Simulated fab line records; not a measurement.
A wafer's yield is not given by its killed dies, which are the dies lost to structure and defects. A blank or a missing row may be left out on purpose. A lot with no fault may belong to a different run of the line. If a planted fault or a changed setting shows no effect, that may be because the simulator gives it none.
Which tool is to blame? + flow nandHarc + 24 lots, 72 wafers sampled, at 5 steps of a route of 1302

== WHAT THE GAUGES READ, wafer by wafer ==
NHARC_P_M1_OVL_MEAS_10: pitch 260 nm.
| lot  | measured     | on         | overlayXNm (nm) | overlayYNm (nm) |
|------|--------------|------------|-----------------|-----------------|
| L074 | day 6 04:32  | overlay-01 | -0.2 0.0 -0.1   | 0.1 -0.5 -0.9   |
| L075 | day 6 16:56  | overlay-01 | 1.5 1.6 1.2     | -2.2 -2.3 -2.3  |
| L076 | day 7 05:35  | overlay-02 | -1.8 -1.6 -1.8  | 1.5 1.5 1.1     |
| L077 | day 7 16:04  | overlay-02 | -0.9 -1.1 -0.8  | -0.3 0.1 0.0    |
| L078 | day 7 19:05  | overlay-01 | -1.0 -1.2 -1.1  | 0.2 0.7 -0.3    |
| L079 | day 8 04:20  | overlay-01 | 1.1 0.1 1.1     | -1.1 -1.6 -1.2  |
| L080 | day 8 20:13  | overlay-01 | 0.6 1.0 1.2     | 0.1 -0.6 -0.4   |
| L081 | day 9 12:27  | overlay-02 | -0.6 -1.2 -1.4  | 0.9 0.5 0.5     |
| L082 | day 9 12:51  | overlay-01 | 0.6 0.5 -0.3    | -0.2 0.0 -0.1   |
| L084 | day 10 07:17 | overlay-02 | 0.3 0.5 0.5     | 1.2 0.7 1.2     |
| L083 | day 10 08:18 | overlay-01 | -1.2 -1.2 -0.7  | -1.2 -1.0 -1.1  |
| L085 | day 10 17:20 | overlay-01 | 1.3 1.3 0.7     | -0.2 0.0 -0.1   |
| L086 | day 11 04:50 | overlay-01 | 0.0 -0.2 0.3    | 1.6 1.8 1.3     |
| L088 | day 12 02:49 | overlay-01 | 0.6 0.1 0.6     | 1.2 0.9 1.2     |
| L087 | day 12 03:53 | overlay-01 | 0.8 0.5 0.0     | -2.0 -2.1 -1.8  |
| L089 | day 12 09:57 | overlay-02 | -0.7 -0.1 0.1   | 0.7 1.0 1.5     |
| L090 | day 13 00:31 | overlay-02 | -1.1 -0.4 -0.9  | 0.4 0.1 0.8     |
| L091 | day 13 08:31 | overlay-01 | 0.0 -0.4 -0.2   | -0.6 -0.9 -0.8  |
| L092 | day 13 16:01 | overlay-01 | -0.6 -1.1 -0.2  | 1.3 1.4 0.9     |
| L093 | day 14 01:04 | overlay-02 | 1.2 1.7 1.2     | -1.9 -1.9 -2.3  |
| L094 | day 14 13:29 | overlay-01 | 0.4 0.9 0.7     | 1.4 1.3 1.2     |
| L095 | day 15 04:13 | overlay-02 | -0.1 0.0 -0.1   | 0.3 -0.3 -0.1   |
| L096 | day 15 10:36 | overlay-02 | -0.9 -1.5 -0.9  | -0.5 -0.3 -0.2  |
| L097 | day 15 21:57 | overlay-01 | -0.1 0.5 0.2    | -0.1 -0.2 -0.2  |

== WHICH TOOL RAN EACH LOT (tool, then ch and the chambers of the sampled wafers, then the start) ==
| lot  | NHARC_P_CONTACT_DEP_00                     | NHARC_P_CONTACT_STRIP_28          | NHARC_P_CONTACT_DEGAS_38    | NHARC_P_M0_PVD_20                      |
|------|--------------------------------------------|-----------------------------------|-----------------------------|----------------------------------------|
| L074 | pecvd-03 ch 0,2, day 5 21:17 or earlier    | rieDiel-08 ch 0,3, day 5 21:17    | pvdSputter-01, day 5 21:56  | pvdSputter-03, day 6 04:32 or earlier  |
| L075 | pecvd-03 ch 0,1,2, day 6 09:44 or earlier  | rieDiel-03 ch 0,1,2, day 6 09:44  | pvdSputter-01, day 6 10:22  | pvdSputter-03, day 6 16:56 or earlier  |
| L076 | pecvd-04 ch 0,2, day 6 22:35 or earlier    | rieDiel-03 ch 0,3, day 6 22:35    | pvdSputter-01, day 6 23:13  | pvdSputter-01, day 7 05:35 or earlier  |
| L077 | pecvd-04 ch 1,2, day 7 09:02 or earlier    | rieDiel-05 ch 0,1, day 7 09:02    | pvdSputter-01, day 7 09:41  | pvdSputter-02, day 7 16:04 or earlier  |
| L078 | pecvd-04 ch 1,2, day 7 11:56 or earlier    | rieDiel-03 ch 0,2,3, day 7 11:56  | pvdSputter-03, day 7 12:34  | pvdSputter-02, day 7 19:05 or earlier  |
| L079 | pecvd-03 ch 0,1,2, day 7 21:11 or earlier  | rieDiel-05 ch 0,2,3, day 7 21:11  | pvdSputter-02, day 7 21:52  | pvdSputter-02, day 8 01:23             |
| L080 | pecvd-04 ch 0,1,2, day 8 13:14 or earlier  | rieDiel-08 ch 0,3, day 8 13:14    | pvdSputter-02, day 8 13:53  | pvdSputter-03, day 8 20:13 or earlier  |
| L081 | pecvd-01 ch 0,1,2, day 9 05:14 or earlier  | rieDiel-03 ch 1,2,3, day 9 05:14  | pvdSputter-03, day 9 05:53  | pvdSputter-02, day 9 12:27 or earlier  |
| L082 | pecvd-04 ch 0,1,2, day 9 05:40 or earlier  | rieDiel-05 ch 0,3, day 9 05:40    | pvdSputter-02, day 9 06:17  | pvdSputter-03, day 9 12:51 or earlier  |
| L084 | pecvd-03 ch 0,1, day 9 23:41 or earlier    | rieDiel-05 ch 1,2,3, day 9 23:41  | pvdSputter-01, day 10 00:20 | pvdSputter-03, day 10 07:17 or earlier |
| L083 | pecvd-01 ch 1,2, day 10 01:07 or earlier   | rieDiel-03 ch 1,2,3, day 10 01:07 | pvdSputter-02, day 10 01:44 | pvdSputter-02, day 10 08:18 or earlier |
| L085 | pecvd-01 ch 0,2, day 10 09:41 or earlier   | rieDiel-05 ch 1,2, day 10 09:41   | pvdSputter-02, day 10 10:20 | pvdSputter-03, day 10 17:20 or earlier |
| L086 | pecvd-01 ch 0,1, day 10 18:47              | rieDiel-03 ch 0,1,3, day 10 21:23 | pvdSputter-02, day 10 22:01 | pvdSputter-03, day 11 04:50 or earlier |
| L088 | pecvd-03 ch 0,1, day 11 16:53              | rieDiel-03 ch 0,1,3, day 11 19:36 | pvdSputter-03, day 11 20:14 | pvdSputter-02, day 12 02:49 or earlier |
| L087 | pecvd-01 ch 0,2, day 11 20:34 or earlier   | rieDiel-08 ch 0,2,3, day 11 20:34 | pvdSputter-01, day 11 21:14 | pvdSputter-03, day 12 03:53 or earlier |
| L089 | pecvd-01 ch 0,1, day 12 02:38 or earlier   | rieDiel-05 ch 0,1,2, day 12 02:38 | pvdSputter-01, day 12 03:14 | pvdSputter-01, day 12 09:57 or earlier |
| L090 | pecvd-01 ch 0,2, day 12 17:21 or earlier   | rieDiel-08 ch 1,2, day 12 17:21   | pvdSputter-03, day 12 18:00 | pvdSputter-01, day 13 00:31 or earlier |
| L091 | pecvd-03 ch 0,1, day 13 00:53 or earlier   | rieDiel-08 ch 0,2, day 13 00:53   | pvdSputter-03, day 13 01:35 | pvdSputter-02, day 13 08:31 or earlier |
| L092 | pecvd-04 ch 1,2, day 13 08:52 or earlier   | rieDiel-05 ch 0,3, day 13 08:52   | pvdSputter-01, day 13 09:35 | pvdSputter-03, day 13 16:01 or earlier |
| L093 | pecvd-04 ch 1,2, day 13 17:13 or earlier   | rieDiel-05 ch 1,2,3, day 13 17:13 | pvdSputter-03, day 13 17:50 | pvdSputter-01, day 14 01:04 or earlier |
| L094 | pecvd-04 ch 1,2, day 14 05:47 or earlier   | rieDiel-03 ch 1,2,3, day 14 05:47 | pvdSputter-03, day 14 06:25 | pvdSputter-01, day 14 13:29 or earlier |
| L095 | pecvd-03 ch 0,2, day 14 21:11 or earlier   | rieDiel-05 ch 0,1,2, day 14 21:11 | pvdSputter-03, day 14 21:50 | pvdSputter-01, day 15 04:13 or earlier |
| L096 | pecvd-01 ch 0,1,2, day 15 03:19 or earlier | rieDiel-03 ch 0,3, day 15 03:19   | pvdSputter-01, day 15 03:59 | pvdSputter-01, day 15 10:36 or earlier |
| L097 | pecvd-01 ch 0,1,2, day 15 14:54 or earlier | rieDiel-03 ch 0,1,3, day 15 14:54 | pvdSputter-01, day 15 15:31 | pvdSputter-01, day 15 21:57 or earlier |
- NHARC_P_CONTACT_DEP_00: deposits SiO2, target thk 500 nm.
- NHARC_P_CONTACT_STRIP_28: strips in O2.
- NHARC_P_CONTACT_DEGAS_38: time 60 s.
- NHARC_P_M0_PVD_20: deposits TaN, target thk 5 nm, time 8.06 s.

== AS READ BY THE TOOLS THEMSELVES (means over the sampled wafers that have a number; for cases with no such wafer, the mark the record gives instead) ==
NHARC_P_CONTACT_DEP_00.
| lot  | tool     | heaterPowerW (W) | rfFwdPowerW (W) | showerheadVppV (V) | throttleValvePct (%) |
|------|----------|------------------|-----------------|--------------------|----------------------|
| L074 | pecvd-03 | 443              | 893.7           | 1748               | 15.46                |
| L075 | pecvd-03 | 576              | 897.4           | 1767               | 15.55                |
| L076 | pecvd-04 | 608              | 895.9           | 1880               | 15.94                |
| L077 | pecvd-04 | 442              | 896.5           | 1791               | 16.11                |
| L078 | pecvd-04 | 463              | 899.8           | 1890               | 16.17                |
| L079 | pecvd-03 | 477              | 894.2           | 1776               | 15.78                |
| L080 | pecvd-04 | 506              | 899.7           | 1850               | 16.13                |
| L081 | pecvd-01 | 490              | 899.9           | 1794               | 15.87                |
| L082 | pecvd-04 | 491              | 897.2           | 1836               | 16.21                |
| L084 | pecvd-03 | 566              | 899.2           | 1794               | 15.54                |
| L083 | pecvd-01 | 542              | 899.1           | 1762               | 15.64                |
| L085 | pecvd-01 | 463              | 901.9           | 1819               | 15.81                |
| L086 | pecvd-01 | 550              | 899.0           | 1808               | 15.85                |
| L088 | pecvd-03 | 591              | 899.0           | 1813               | 15.50                |
| L087 | pecvd-01 | 434              | 900.2           | 1787               | 15.88                |
| L089 | pecvd-01 | 495              | 898.3           | 1845               | 15.87                |
| L090 | pecvd-01 | 487              | 897.6           | 1798               | 15.81                |
| L091 | pecvd-03 | 691              | 899.2           | 1764               | 15.42                |
| L092 | pecvd-04 | 521              | 897.1           | 1889               | 15.97                |
| L093 | pecvd-04 | 498              | 895.5           | 1871               | 16.12                |
| L094 | pecvd-04 | 477              | 897.2           | 1784               | 15.98                |
| L095 | pecvd-03 | 543              | 894.6           | 1754               | 15.51                |
| L096 | pecvd-01 | 519              | 900.8           | 1791               | 15.90                |
| L097 | pecvd-01 | 457              | 900.4           | 1814               | 16.00                |

NHARC_P_CONTACT_STRIP_28.
| lot  | tool       | drypumpMotorCurrentA (A) | oesProductAu (a.u.) | rfVppV (V) | showerheadPlenumPTorr (Torr) | throttleValvePct (%) |
|------|------------|--------------------------|---------------------|------------|------------------------------|----------------------|
| L074 | rieDiel-08 | 5.6                      | 0.982               | 56.7       | 3.42                         | 17.034               |
| L075 | rieDiel-03 | 5.5                      | 1.002               | 57.6       | 3.60                         | 17.034               |
| L076 | rieDiel-03 | 6.0                      | 1.001               | 57.2       | 3.53                         | 17.035               |
| L077 | rieDiel-05 | 5.7                      | 1.017               | 57.3       | 3.42                         | 17.036               |
| L078 | rieDiel-03 | 5.7                      | 1.000               | 57.5       | 3.51                         | 17.040               |
| L079 | rieDiel-05 | 5.9                      | 1.017               | 57.5       | 3.55                         | 17.028               |
| L080 | rieDiel-08 | 5.7                      | 0.999               | 57.8       | 3.48                         | 17.039               |
| L081 | rieDiel-03 | 5.4                      | 1.006               | 57.8       | 3.54                         | 17.045               |
| L082 | rieDiel-05 | 5.9                      | 1.025               | 58.7       | 3.64                         | 17.037               |
| L084 | rieDiel-05 | 6.0                      | 1.002               | 57.8       | 3.60                         | 17.035               |
| L083 | rieDiel-03 | 5.4                      | 1.000               | 58.1       | 3.54                         | 17.035               |
| L085 | rieDiel-05 | 6.0                      | 0.996               | 57.3       | 3.51                         | 17.033               |
| L086 | rieDiel-03 | 5.7                      | 1.004               | 57.8       | 3.61                         | 17.038               |
| L088 | rieDiel-03 | 5.7                      | 1.000               | 57.3       | 3.60                         | 17.035               |
| L087 | rieDiel-08 | 5.5                      | 1.005               | 57.7       | 3.54                         | 17.038               |
| L089 | rieDiel-05 | 5.9                      | 1.011               | 57.8       | 3.46                         | 17.035               |
| L090 | rieDiel-08 | 5.6                      | 0.995               | 57.7       | 3.67                         | 17.041               |
| L091 | rieDiel-08 | 5.5                      | 1.003               | 57.8       | 3.67                         | 17.036               |
| L092 | rieDiel-05 | 5.8                      | 1.018               | 57.9       | 3.51                         | 17.033               |
| L093 | rieDiel-05 | 6.0                      | 1.007               | 57.9       | 3.60                         | 17.047               |
| L094 | rieDiel-03 | 5.4                      | 0.992               | 58.4       | 3.54                         | 17.045               |
| L095 | rieDiel-05 | 5.9                      | 1.008               | 58.3       | 3.46                         | 17.029               |
| L096 | rieDiel-03 | 6.1                      | 0.991               | 56.6       | 3.56                         | 17.039               |
| L097 | rieDiel-03 | 5.7                      | 0.991               | 57.8       | 3.60                         | 17.037               |

NHARC_P_CONTACT_DEGAS_38.
| lot  | tool          | heaterPowerW (W) |
|------|---------------|------------------|
| L074 | pvdSputter-01 | 474              |
| L075 | pvdSputter-01 | 446              |
| L076 | pvdSputter-01 | 430              |
| L077 | pvdSputter-01 | 446              |
| L078 | pvdSputter-03 | 485              |
| L079 | pvdSputter-02 | 500              |
| L080 | pvdSputter-02 | 500              |
| L081 | pvdSputter-03 | 452              |
| L082 | pvdSputter-02 | 465              |
| L084 | pvdSputter-01 | 418              |
| L083 | pvdSputter-02 | 472              |
| L085 | pvdSputter-02 | 513              |
| L086 | pvdSputter-02 | 536              |
| L088 | pvdSputter-03 | 467              |
| L087 | pvdSputter-01 | 409              |
| L089 | pvdSputter-01 | 423              |
| L090 | pvdSputter-03 | 480              |
| L091 | pvdSputter-03 | 430              |
| L092 | pvdSputter-01 | 448              |
| L093 | pvdSputter-03 | 433              |
| L094 | pvdSputter-03 | 463              |
| L095 | pvdSputter-03 | 497              |
| L096 | pvdSputter-01 | 451              |
| L097 | pvdSputter-01 | 410              |

NHARC_P_M0_PVD_20.
| lot  | tool          | throttleValvePct (%) |
|------|---------------|----------------------|
| L074 | pvdSputter-03 | 30.8                 |
| L075 | pvdSputter-03 | 29.6                 |
| L076 | pvdSputter-01 | 31.5                 |
| L077 | pvdSputter-02 | 29.0                 |
| L078 | pvdSputter-02 | 28.9                 |
| L079 | pvdSputter-02 | 29.3                 |
| L080 | pvdSputter-03 | 28.4                 |
| L081 | pvdSputter-02 | 29.5                 |
| L082 | pvdSputter-03 | 29.9                 |
| L084 | pvdSputter-03 | 30.0                 |
| L083 | pvdSputter-02 | 30.2                 |
| L085 | pvdSputter-03 | 30.2                 |
| L086 | pvdSputter-03 | 29.3                 |
| L088 | pvdSputter-02 | 29.6                 |
| L087 | pvdSputter-03 | 29.2                 |
| L089 | pvdSputter-01 | 31.2                 |
| L090 | pvdSputter-01 | 31.6                 |
| L091 | pvdSputter-02 | 30.1                 |
| L092 | pvdSputter-03 | 30.1                 |
| L093 | pvdSputter-01 | 31.7                 |
| L094 | pvdSputter-01 | 31.3                 |
| L095 | pvdSputter-01 | 31.8                 |
| L096 | pvdSputter-01 | 30.9                 |
| L097 | pvdSputter-01 | 30.9                 |

== THE ANSWER, worked out from the rows above alone ==
Rule: the usual values come from the lots themselves. Put in order of their means at a reading, lots are off if they are a third of the lots or fewer, leave a main group of 4 or more, and stand apart from it by a gap of 3 or more times the standard deviation of the main group's means; of several such gaps the widest counts. A main group is skipped when, at the precision printed for the reading in the tables above, its means are all equal. A lot without any number at a reading at which 4 lots or more have one is off too. All remaining lots with rows at the step are treated as sound. The gauges are gone through in route order, then the tools' own readings, and for those a lot's mean is taken as printed above. The first step at which some lot is off is used, and at that step the reading that is off furthest; a lot without a number counts as furthest.
Nothing can be told from this: no lot is off at any reading shown.

== WHAT HAD BEEN PUT IN BY THE SIMULATOR ==
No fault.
